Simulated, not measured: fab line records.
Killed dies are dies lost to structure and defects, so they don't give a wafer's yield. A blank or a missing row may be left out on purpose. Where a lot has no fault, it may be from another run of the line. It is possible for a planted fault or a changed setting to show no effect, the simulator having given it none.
Which tool did it? | flow n5_finfet | 11 lots with 30 wafers sampled at 5 steps, on a route of 1938 steps

WHAT EACH GAUGE READ, for each wafer
The record lacks any reading of a measuring or inspecting step that a usual standard deviation could be used to judge.

TOOL THAT RAN EACH LOT (tool first, then ch and the chambers of the sampled wafers, then the start)
lot  | N5_BEOL_M10_PECVD_70            | N5_BEOL_M10_ETCH_66                | N5_BEOL_M10_CURE_72           | N5_BEOL_M10_ANNEAL_51            | N5_BEOL_M10_CMP_52
L416 | pecvd-04 ch 1,2, day 10 02:26   | rie_diel-04 ch 0,1,2, day 10 04:22 | uv_cure-02 ch 1, day 10 05:04 | rtp_anneal-02 ch 0, day 10 06:13 | cmp-02 ch 0,1,3, day 10 06:30
L419 | pecvd-01 ch 0,1,2, day 10 22:36 | rie_diel-04 ch 1,2,3, day 11 03:41 | uv_cure-03 ch 0, day 11 04:26 | rtp_anneal-02 ch 0, day 11 05:59 | cmp-03 ch 0,1,3, day 11 06:19
L424 | pecvd-01 ch 0,1,2, day 12 14:56 | rie_diel-01 ch 2,3, day 12 16:50   | uv_cure-01 ch 2, day 12 17:35 | rtp_anneal-01 ch 0, day 12 18:40 | cmp-03 ch 1,2,3, day 12 18:57
L421 | pecvd-04 ch 0,1, day 13 13:26   | rie_diel-02 ch 0,1,3, day 13 15:59 | uv_cure-03 ch 1, day 13 16:38 | rtp_anneal-01 ch 0, day 13 19:16 | cmp-02 ch 0,1,3, day 13 19:38
L427 | pecvd-01 ch 0,2, day 13 17:11   | rie_diel-02 ch 1,2, day 13 19:58   | uv_cure-02 ch 2, day 13 20:37 | rtp_anneal-02 ch 0, day 13 23:22 | cmp-03 ch 0,1, day 13 23:37
L429 | pecvd-01 ch 0,1, day 13 17:49   | rie_diel-01 ch 2, day 13 21:47     | uv_cure-02 ch 1, day 13 22:24 | rtp_anneal-02 ch 0, day 14 00:08 | cmp-04 ch 1,2, day 14 00:33
L431 | pecvd-04 ch 0,1,2, day 14 09:08 | rie_diel-02 ch 0,2, day 14 18:37   | uv_cure-03 ch 0, day 14 19:19 | rtp_anneal-01 ch 0, day 14 22:18 | cmp-02 ch 1,2,3, day 14 22:31
L430 | pecvd-01 ch 0,2, day 14 14:09   | rie_diel-04 ch 0,3, day 14 20:20   | uv_cure-01 ch 2, day 14 20:56 | rtp_anneal-01 ch 0, day 15 00:31 | cmp-04 ch 1,3, day 15 00:51
L432 | pecvd-04 ch 0,2, day 14 22:11   | rie_diel-01 ch 0,3, day 15 06:25   | uv_cure-03 ch 2, day 15 07:04 | rtp_anneal-01 ch 0, day 15 08:39 | cmp-02 ch 0,1, day 15 08:54
L435 | pecvd-02 ch 0,1,2, day 14 22:20 | rie_diel-04 ch 0,1,2, day 15 06:38 | uv_cure-02 ch 2, day 15 07:28 | rtp_anneal-02 ch 0, day 15 09:12 | cmp-04 ch 0,1,2, day 15 09:29
L437 | pecvd-02 ch 0,1,2, day 16 17:17 | rie_diel-04 ch 0,2,3, day 16 21:19 | uv_cure-03 ch 1, day 16 21:59 | rtp_anneal-02 ch 0, day 16 23:59 | cmp-04 ch 0,2, day 17 00:16
- N5_BEOL_M10_PECVD_70: deposits SiO2 from TEOS/O2, target thk 20 nm, time 22.7 s.
- N5_BEOL_M10_ETCH_66: etches SOC in N2/H2, target depth 120 nm, overetch 24 nm, time 180 s.
- N5_BEOL_M10_CURE_72: cures SiCOH lowk, time 120 s.
- N5_BEOL_M10_ANNEAL_51: time 90 s.
- N5_BEOL_M10_CMP_52: polishes, stops on SiCOH lowk, t overpolish 7 s, target thk 140 nm.

WHAT THE TOOLS THEMSELVES READ (means of the sampled wafers that have a number; where no wafer has one, the mark that the record gives instead)
N5_BEOL_M10_PECVD_70. Usual: heater_power_w 730 W, standard deviation 86; showerhead_plenum_p_Torr 8.81 Torr, standard deviation 0.045; throttle_valve_pct 22.0 %, standard deviation 1.1.
lot  | tool     | heater_power_w (W) | showerhead_plenum_p_Torr (Torr) | throttle_valve_pct (%) | flag
L416 | pecvd-04 | 747                | 8.82                            | 22.3                   |
L419 | pecvd-01 | 693                | 8.80                            | 22.1                   |
L424 | pecvd-01 | 766                | 8.81                            | 22.2                   |
L421 | pecvd-04 | 821                | 8.84                            | 22.4                   |
L427 | pecvd-01 | 736                | 8.82                            | 21.6                   |
L429 | pecvd-01 | 788                | 8.81                            | 22.7                   |
L431 | pecvd-04 | 749                | 8.84                            | 21.6                   |
L430 | pecvd-01 | 706                | 8.81                            | 21.4                   |
L432 | pecvd-04 | 676                | 8.86                            | 21.2                   |
L435 | pecvd-02 | 592                | 8.77                            | 21.9                   |
L437 | pecvd-02 | 634                | 8.76                            | 22.1                   |

N5_BEOL_M10_ETCH_66. Usual: value, then standard deviation, for each; bias_w 150.0 W / 0.48; drypump_motor_current_A 5.6 A / 0.49; n2_flow_sccm 200.0 sccm / 0.61; oes_product_au 0.63 a.u. / 0.041; rf_vpp_V 523.0 V / 2.4; showerhead_plenum_p_Torr 2.51 Torr / 0.08; throttle_valve_pct 17.82 % / 0.21.
lot  | tool        | bias_w (W) | drypump_motor_current_A (A) | n2_flow_sccm (sccm) | oes_product_au (a.u.) | rf_vpp_V (V) | showerhead_plenum_p_Torr (Torr) | throttle_valve_pct (%) | flag
L416 | rie_diel-04 | 149.6      | 5.4                         | 199.4               | 0.66                  | 522.9        | 2.50                            | 17.76                  |
L419 | rie_diel-04 | 149.8      | 5.2                         | 199.6               | 0.65                  | 523.7        | 2.53                            | 17.76                  |
L424 | rie_diel-01 | 150.2      | 6.0                         | 200.5               | 0.60                  | 521.7        | 2.48                            | 17.85                  |
L421 | rie_diel-02 | 150.0      | 5.8                         | 199.9               | 0.57                  | 523.0        | 2.52                            | 17.82                  |
L427 | rie_diel-02 | 150.2      | 6.0                         | 199.7               | 0.62                  | 520.9        | 2.45                            | 18.03                  |
L429 | rie_diel-01 | 150.2      | 5.6                         | 199.9               | 0.59                  | 523.0        | 2.55                            | 18.01                  |
L431 | rie_diel-02 | 149.4      | 5.5                         | 200.6               | 0.62                  | 521.7        | 2.48                            | 18.19                  |
L430 | rie_diel-04 | 149.8      | 5.8                         | 199.3               | 0.65                  | 523.0        | 2.50                            | 17.70                  |
L432 | rie_diel-01 | 150.0      | 6.2                         | 199.9               | 0.60                  | 521.1        | 2.43                            | 17.79                  |
L435 | rie_diel-04 | 150.1      | 5.4                         | 199.9               | 0.63                  | 522.1        | 2.48                            | 17.83                  |
L437 | rie_diel-04 | 149.8      | 5.5                         | 200.4               | 0.64                  | 523.2        | 2.52                            | 17.70                  |

N5_BEOL_M10_CURE_72. Usual: lamp_power_pct 52.31 %, standard deviation 0.049; wafer_temp_C_max 371.9, standard deviation 0.67.
lot  | tool       | lamp_power_pct (%) | wafer_temp_C_max | flag
L416 | uv_cure-02 | 52.34              | 370.7            |
L419 | uv_cure-03 | 52.26              | 372.2            |
L424 | uv_cure-01 | 52.30              | 372.6            |
L421 | uv_cure-03 | 52.26              | 371.7            |
L427 | uv_cure-02 | 52.27              | 371.9            |
L429 | uv_cure-02 | 52.28              | 370.9            |
L431 | uv_cure-03 | 52.32              | 372.2            |
L430 | uv_cure-01 | 52.31              | 372.3            |
L432 | uv_cure-03 | 52.28              | 372.3            |
L435 | uv_cure-02 | 52.27              | 372.4            |
L437 | uv_cure-03 | 52.35              | 371.6            |

N5_BEOL_M10_ANNEAL_51. Usual: anneal_temp_c_max 226.5, standard deviation 0.32; wafer_temp_C_max 225.92, standard deviation 0.28.
lot  | tool          | anneal_temp_c_max | wafer_temp_C_max | flag
L416 | rtp_anneal-02 | 227.0             | 225.90           |
L419 | rtp_anneal-02 | 226.7             | 225.95           |
L424 | rtp_anneal-01 | 226.1             | 225.83           |
L421 | rtp_anneal-01 | 226.3             | 226.04           |
L427 | rtp_anneal-02 | 227.0             | 225.69           |
L429 | rtp_anneal-02 | 226.5             | 226.00           |
L431 | rtp_anneal-01 | 226.3             | 225.97           |
L430 | rtp_anneal-01 | 226.2             | 225.93           |
L432 | rtp_anneal-01 | 226.3             | 225.89           |
L435 | rtp_anneal-02 | 226.6             | 225.40           |
L437 | rtp_anneal-02 | 226.8             | 225.73           |

N5_BEOL_M10_CMP_52. Usual: barrier_field_endpoint_s 28.9 s, standard deviation 0.72; motor_current_A 6.2 A, standard deviation 0.57.
lot  | tool   | barrier_field_endpoint_s (s) | motor_current_A (A) | flag
L416 | cmp-02 | 28.8                         | 6.4                 |
L419 | cmp-03 | 29.4                         | 6.5                 |
L424 | cmp-03 | 28.8                         | 6.2                 |
L421 | cmp-02 | 29.3                         | 6.3                 |
L427 | cmp-03 | 25.8                         | 6.8                 | OFF
L429 | cmp-04 | 25.3                         | 6.1                 | OFF
L431 | cmp-02 | 28.9                         | 6.1                 |
L430 | cmp-04 | 20.8                         | 6.2                 | OFF
L432 | cmp-02 | 28.6                         | 6.4                 |
L435 | cmp-04 | 30.0                         | 6.1                 |
L437 | cmp-04 | 28.7                         | 5.8                 |

THE ANSWER, worked out from the rows above alone
Rule: a lot is off if the mean of its wafers that have a number lies more than 3 standard deviations from the usual mean. Also off: a lot with no number at a reading for which 4 or more lots have one. All remaining lots with rows at the step are treated as sound. The gauges are gone through in route order, then the tools' own readings, and for those a lot's mean is taken as printed above. At the first step where some lot is off, the reading lying furthest off is the one used; lots without a number count as furthest.
Off: L427, L429, L430 (N5_BEOL_M10_CMP_52, barrier_field_endpoint_s).
If a tool, at that step or one of the process steps before it, ran each lot that is off and ran no sound lot following the first of them, it fits. One fits: N5_BEOL_M10_PECVD_70 on pecvd-01. Its last sound lot is L424 (day 12 14:56), its first lot that is off L427 (day 13 17:11): a fault that began between those two fits.

WHAT WAS PUT IN BY THE SIMULATOR
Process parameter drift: pecvd-01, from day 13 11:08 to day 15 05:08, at N5_BEOL_M10_PECVD_70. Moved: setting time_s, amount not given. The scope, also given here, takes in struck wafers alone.
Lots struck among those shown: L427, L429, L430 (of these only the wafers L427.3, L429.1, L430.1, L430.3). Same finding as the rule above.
